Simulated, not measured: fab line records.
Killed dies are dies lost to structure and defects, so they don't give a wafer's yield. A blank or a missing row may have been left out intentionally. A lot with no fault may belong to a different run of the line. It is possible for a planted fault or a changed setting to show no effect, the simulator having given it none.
A lot that was struck, set against a sound lot / flow n5 finfet / 29 out of 1938 route steps
Sound: wafers L249.2, L249.4, L249.6. Struck: wafers L261.2, L261.3, L261.6. At the end, the cause is stated.
For every step that has rows: the tool of each side, followed by ch and its chambers, followed by its first start. Under that, the readings that differ: sound wafers / struck wafers / difference of the means / sigmas: that difference in standard deviations of wafers without a fault.
alike: words and numbers the same on both sides, and readings whose means are apart by under 2 such deviations; not compared: readings that were withheld, readings missing a value for some wafer, numbers with overlapping values and no deviation given by the record, and bounds like >300 which may hide the same value.
The two part at a step that has a row with sigmas, a row that says differs or no value, or rows on one side only. When numbers do not overlap yet have no deviation, they are printed without sigmas and do not part them. A reading missing from all wafers of one side parts the sides only when that side holds two or more wafers.

first, 1 step without rows for these wafers: N5_STI_FIN_REVEAL_DENSIFY_02 (time 1800 s).
N5_STI_FIN_REVEAL_CMP_04: polishes, stops on Si3N4, t overpolish 4 s, target thk 131.83 nm.
  sound on cmp-03 ch 0,1, day 2 16:00; struck on cmp-01 ch 0,2,3, day 5 16:04
  alike: motor current A, overpolish run s, time to endpoint s
  not compared: pad life wafers
N5_STI_FIN_REVEAL_THK_MEAS_05:
  sound: film metro-01 at day 2 16:16; struck: film metro-01 at day 5 16:17
  alike: thk nm
N5_STI_FIN_REVEAL_DENSIFY_30:
  sound on rtp anneal-01 ch 0, day 2 16:19; struck on rtp anneal-01 ch 0, day 5 16:28
  alike: lamp power pct
  not compared: wafer_temp_C_max
then, 1 step without rows for these wafers: N5_STI_FIN_REVEAL_ETCHBACK_08 (etches SiO2 in C4F6/O2, target depth 30.5 nm, time 10.167 s).
N5_STI_FIN_REVEAL_STRIP_24: strips in N2/H2, time 90 s.
  sound on rie diel-04 ch 1,2, day 2 16:38; struck on rie diel-01 ch 0,2, day 5 16:43
reading=drypump motor current A (A); sound=4.7 5.4 4.7; struck=5.6 6.2 5.6; difference=+0.9; sigmas=+2
  alike: oes product au, rf vpp V, showerhead plenum p Torr, throttle valve pct
  not compared: rf hours counter h
then, 6 steps without rows for these wafers: N5_STI_FIN_REVEAL_PRECLEAN_25 (cleans in SPM, time 90 s); N5_STI_FIN_REVEAL_PRECLEAN_26 (cleans in SC1, time 45 s); N5_STI_FIN_REVEAL_PRECLEAN_29 (cleans in DHF, time 30 s); N5_STI_FIN_REVEAL_SRD_12 (time 30 s); N5_STI_FIN_REVEAL_RECESS_09 (chemistry HF/NH3, target SiO2, afs cycles 11, target depth 42.5 nm, sublimation time 60 s); N5_STI_FIN_REVEAL_STRIP_16 (strips SiNx in H3PO4, target depth 23.8 nm).
N5_STI_FIN_REVEAL_PRECLEAN_17: cleans in NF3:NH3, afs cycles 1, time 20 s, sublimation time 60 s.
  sound on remote plasma-01 ch 1, day 2 18:46; struck on remote plasma-02 ch 0, day 5 18:50
N5_STI_FIN_REVEAL_ETCH_34: etches Si in H2, material Si, target depth 0.97 nm.
  sound on rie si-06 ch 1,2, day 2 18:56; struck on rie si-04 ch 0,1,3, day 5 19:02
  alike: drypump motor current A, oes product au, throttle valve pct
  not compared: rf hours counter h
then, 4 steps without rows for these wafers: N5_STI_FIN_REVEAL_OXIDATION_31 (chemistry O2 PLASMA REMOTE, time 20 s); N5_STI_FIN_REVEAL_PRECLEAN_32 (cleans in NF3:NH3, afs cycles 1, time 20 s, sublimation time 60 s); N5_STI_FIN_REVEAL_STRIP_35 (strips Si3N4 in H3PO4, target depth 4 nm, time 39 s); N5_STI_FIN_REVEAL_SRD_21 (time 30 s).
N5_STI_FIN_REVEAL_OXIDATION_33: chemistry O2 PLASMA REMOTE, time 20 s.
  sound on plasma asher-02 ch 0,1, day 2 19:20; struck on plasma asher-01 ch 0,1, day 5 19:27
  alike: drypump motor current A, heater power w
  not compared: rf hours counter h
then, 2 steps without rows for these wafers: N5_STI_FIN_REVEAL_CLEAN_19 (cleans in O3/DIW, time 120 s); N5_STI_FIN_REVEAL_SRD_23 (time 30 s).
N5_STI_FIN_REVEAL_CD_MEAS_22: target cd 6.238 nm, pitch 28 nm.
  sound: cd sem-01 at day 2 19:31; struck: cd sem-02 at day 5 19:37
  alike: cd nm
N5_STI_FIN_REVEAL_FIN_H_MEAS_10:
  sound: ocd-02 at day 2 19:32; struck: ocd-01 at day 5 19:38
  alike: trench depth nm
then, 2 steps without rows for these wafers: N5_STI_FIN_REVEAL_PRECLEAN_18 (cleans in SC2, time 45 s); N5_STI_FIN_REVEAL_SRD_28 (time 30 s).
N5_STI_FIN_REVEAL_INSPECT_13: inspects for defects (darkfield).
  sound: defect inspect-02 at day 2 19:38; struck: defect inspect-01 at day 5 19:44
reading=raw defect count; sound=4 5 10; struck=667 649 633; difference=+643; sigmas=+99 or more
then, 1 step without rows for these wafers: N5_DUMMY_GATE_PRECLEAN_00 (cleans in O3/DIW, time 60 s).
-- here the record skips 6 days between the struck wafers' starts before and after, leaving off in module DUMMY_GATE and picking up in module BEOL_M4 (first step shown: number 1111 of the route) --
N5_BEOL_M4_RC_MEAS_101:
  sound on prober-01 ch 0, day 8 10:46; struck on prober-01 ch 0, day 11 09:58
  alike: DIBL_N, DIBL_P, IOFF_N, IOFF_P, ION_N, ION_P, SS_N, SS_P, VT_N, VT_P
-- a jump in the record: the struck wafers' starts before and after are 6 days apart (it breaks off in module BEOL_M4 and resumes in module PASSIVATION, where the first step shown is number 1936 of the route) --
N5_PASSIVATION_PROBE_49:
  sound: prober-02 at day 13 08:02; struck: prober-01 at day 17 04:22
reading=defect limited yield (%); sound=93.2 92.3 93.2; struck=85.8 86.6 85.9; difference=-6.8; sigmas=-5
reading=killed at front end; sound=24 45 24; struck=119 121 108; difference=+85; sigmas=+9
reading=killed dies; sound=80 91 80; struck=167 158 166; difference=+80; sigmas=+4
reading=killed on rim; sound=10 12 10; struck=29 21 21; difference=+13; sigmas=+3
reading=sort_bin_5_function (%); sound=3.4 4.3 4.1; struck=9.9 8.1 8.9; difference=+5.0; sigmas=+5
reading=sort n pass; sound=1100 1089 1100; struck=1013 1022 1014; difference=-80; sigmas=-4
reading=sort yield pct (%); sound=93.2 92.3 93.2; struck=85.8 86.6 85.9; difference=-6.8; sigmas=-5
  alike: killed_at_M0_to_M3, killed_at_M4_up, killed at contacts, killed at other, killed open, killed short, sort_bin_6_memory

WHERE THEY PART
Earliest at N5_STI_FIN_REVEAL_STRIP_24; latest, in this record, at N5_PASSIVATION_PROBE_49.

WHY: whatever the simulator had introduced
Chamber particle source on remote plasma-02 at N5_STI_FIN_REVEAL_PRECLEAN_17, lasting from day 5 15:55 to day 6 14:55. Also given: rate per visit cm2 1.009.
